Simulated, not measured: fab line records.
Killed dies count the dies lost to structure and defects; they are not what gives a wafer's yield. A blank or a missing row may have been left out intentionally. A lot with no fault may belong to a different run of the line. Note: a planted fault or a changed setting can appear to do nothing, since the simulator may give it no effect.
A lot that was struck, set against a sound lot | flow n5-finfet | 38 out of 1938 route steps
Sound: wafers L875.1, L875.3, L875.4. Struck: wafer L882.4 (left out: L882.1, a lot-mate that was not struck); the cause follows at the end.
For every step that has rows: the tool of each side, followed by ch and its chambers, followed by its first start. Under that, the readings that differ: sound wafers | struck wafers | difference of the means | sigmas: that difference in standard deviations of wafers without a fault.
alike: same words and numbers on both sides, and readings whose means sit less than 2 such deviations apart. not compared: any withheld reading, any reading some wafer has no value for, any bound like >300 that may hide the same value, and any number with overlapping values for which the record gives no deviation.
Wherever a step has rows on one side only, a row that says differs or no value, or a row with sigmas, the two part there. Numbers that don't overlap but have no deviation are shown without sigmas and don't part them. A reading missing from all wafers of one side parts the sides only when that side holds two or more wafers.

first, 11 steps without rows for these wafers: N5_BEOL_M2_SPUTTER_92 (material Cu, target thk 4.5 nm, time 8.29 s); N5_BEOL_M2_ANNEAL_93 (time 240 s); N5_BEOL_M2_SPUTTER_94 (material Cu, target thk 4.5 nm, time 8.29 s); N5_BEOL_M2_ANNEAL_95 (time 240 s); N5_BEOL_M2_SPUTTER_96 (material Cu, target thk 4.5 nm, time 8.29 s); N5_BEOL_M2_ECD_50 (material Cu, target thk 300 nm); N5_BEOL_M2_ANNEAL_51 (time 90 s); N5_BEOL_M2_CMP_52 (polishes, stops on SiOC, t overpolish 6.8 s, target thk 40 nm); N5_BEOL_M2_PRE_CLEAN_60 (time 15 s); N5_BEOL_M2_CO_CAP_55 (material Co, precursor CCTBA/H2, target thk 2 nm, time 102.1 s); N5_BEOL_M2_PRE_CLEAN_56 (time 15 s).
N5_BEOL_M2_DEP_57: deposits SiCN from 3MS/NH3, target thk 8 nm, time 14 s.
  sound on pecvd-03 ch 0,1,2, day 9 08:41; struck on pecvd-03 ch 0, day 11 06:34
  reading                                  | sound     | struck | difference | sigmas
  model.SiCN_of_BEOL_M2_DEP_57.thk-nm (nm) | 7.8 7.8 8 | 2.8    | -5.1       |
  alike: showerhead-plenum-p-Torr, throttle-valve-pct
  not compared: rf-fwd-power-W
then, 22 steps without rows for these wafers: N5_BEOL_M3_ILD_DEP_00 (deposits SiOC from DEMS/O2, target thk 79 nm, time 15.3 s); N5_BEOL_M3_PECVD_72 (deposits SiO2 from TEOS/O2, target thk 16 nm, time 18 s); N5_BEOL_M3_HM_DEP_02 (deposits TiN, target thk 20 nm); N5_BEOL_M3_COAT_61 (time 60 s, resist thk 60 nm); N5_BEOL_M3_COAT_62 (time 60 s, resist thk 12 nm); N5_BEOL_M3_COAT_73 (time 60 s, resist thk 5 nm); N5_BEOL_M3_COAT_05 (resist thk 30 nm); N5_BEOL_M3_EBR_07; N5_BEOL_M3_SOFTBAKE_06 (time 60 s); N5_BEOL_M3_EXPOSE_08 (exposes mask M3); N5_BEOL_M3_PEB_09 (peb time 60 s); N5_BEOL_M3_DEVELOP_10 (develop time 30 s); N5_BEOL_M3_DESCUM_16 (chemistry O2, time 7 s); N5_BEOL_M3_ETCH_74 (etches underlayer in N2/H2, target depth 6.5 nm, time 5.2 s); N5_BEOL_M3_ETCH_63 (etches SiARC in CF4, target depth 15.6 nm, time 26 s); N5_BEOL_M3_ETCH_64 (etches SOC in N2/H2, target depth 75 nm, overetch 15 nm, time 112.5 s); N5_BEOL_M3_STRIP_65 (strips in N2/H2); N5_BEOL_M3_STRIP_75 (strips in N2/H2); N5_BEOL_M3_STRIP_66 (strips in CF4); N5_BEOL_M3_HM_OPEN_17 (chemistry Cl2/BCl3, target TiN, target depth 20 nm, overetch 6 nm); N5_BEOL_M3_STRIP_19 (strips in O2); N5_BEOL_M3_COAT_67 (time 60 s, resist thk 60 nm).
N5_BEOL_M3_CMP_52: polishes, stops on SiOC, t overpolish 6.8 s, target thk 40 nm.
  sound on cmp-02 ch 1,2,3, day 9 19:48; struck on cmp-01 ch 1, day 11 14:17
  reading                                | sound        | struck | difference | sigmas
  model.Cu_of_BEOL_M3_ECD_50.thk-nm (nm) | 38.6 39 42.4 | 36.4   | -3.6       |
  alike: barrier-field-endpoint-s, motor-current-A, overpolish-run-s, slurry-filter-dp-kPa, time-to-endpoint-s
N5_BEOL_M3_RS_MEAS_58: measurement is done with a four-point probe.
  sound on film-metro-01, day 9 20:21; struck on film-metro-02, day 11 14:54
  reading        | sound             | struck | difference | sigmas
  M3_RS (ohm/sq) | 0.699 0.691 0.623 | 0.756  | +0.085     | +3
N5_BEOL_M4_RC_MEAS_101:
  sound on prober-01 ch 0, day 10 08:14; struck on prober-01 ch 0, day 12 01:19
  reading       | sound             | struck | difference | sigmas
  DIBL_N (mV/V) | 37.1 37.0 35.2    | 33.5   | -2.9       | -2
  VT_N (mV)     | 248.3 251.1 250.0 | 255.7  | +5.9       | +2
  alike: DIBL_P, IOFF_N, IOFF_P, ION_N, ION_P, SS_N, SS_P, VT_P
N5_PASSIVATION_PROBE_49:
  the record holds rows for the sound wafers here (prober-01, day 14 12:30) but none for the struck ones

== WHERE THEY PART ==
Earliest at N5_BEOL_M3_RS_MEAS_58; latest, in this record, at N5_PASSIVATION_PROBE_49.

WHY: what the simulator had put in
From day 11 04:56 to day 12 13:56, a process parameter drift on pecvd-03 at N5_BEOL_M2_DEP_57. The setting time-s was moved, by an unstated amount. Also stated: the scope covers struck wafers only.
